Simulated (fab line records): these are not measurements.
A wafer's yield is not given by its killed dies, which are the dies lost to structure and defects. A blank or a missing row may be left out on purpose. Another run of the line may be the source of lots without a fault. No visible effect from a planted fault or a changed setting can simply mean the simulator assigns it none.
Matching of chambers    flow n5Finfet    N5_BEOL_M2_DEP_57 on pecvd-04: 3 sister chambers
The step deposits SiCN from 3MS/NH3, target thk 8 nm, time 14 s. 6 wafers are shown with their chamber, then 8 later ones without.

## WAFERS WITH THEIR CHAMBER
wafer   chamber  showerheadPlenumPTorr (Torr)  showerheadVppV (V)
L081.5  1        3.686                         895
L081.6  2        3.665                         890
L082.3  1        3.680                         915
L082.5  0        3.659                         922
L082.6  2        3.663                         876
L090.3  0        3.667                         931

## WAFERS WHOSE CHAMBER IS MISSING
wafer   showerheadPlenumPTorr (Torr)  showerheadVppV (V)
L090.4  3.659                         915
L090.5  3.687                         896
L091.1  3.665                         891
L091.2  3.685                         898
L091.4  3.666                         906
L092.1  3.662                         919
L092.3  3.686                         910
L092.5  3.657                         931

## THE CHAMBER EACH PASSED THROUGH
wafer   from the rows above      in truth
L090.4  can't be placed: 0 or 2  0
L090.5  1                        1
L091.1  2                        2
L091.2  1                        1
L091.4  can't be placed: 0 or 2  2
L092.1  0                        0
L092.3  1                        1
L092.5  0                        0
6 of 8 placed correctly. From these rows, 2 cannot be placed; in 2 the true chamber is one of the candidates. Number placed wrongly: 0.
How it was worked out, from the rows above alone: a wafer's distance from a chamber is the root of the sum, over the readings, of the square of ((its reading less the chamber's mean) divided by the reading's scatter). If the next closest chamber is less than 2 further off than the closest, the wafer can't be placed; otherwise it belongs to the closest. Each chamber's mean is taken over the wafers shown for it. The scatter is the square root of a quotient: the sum, over the shown wafers, of each reading's squared deviation from its chamber's mean, divided by wafers minus chambers.
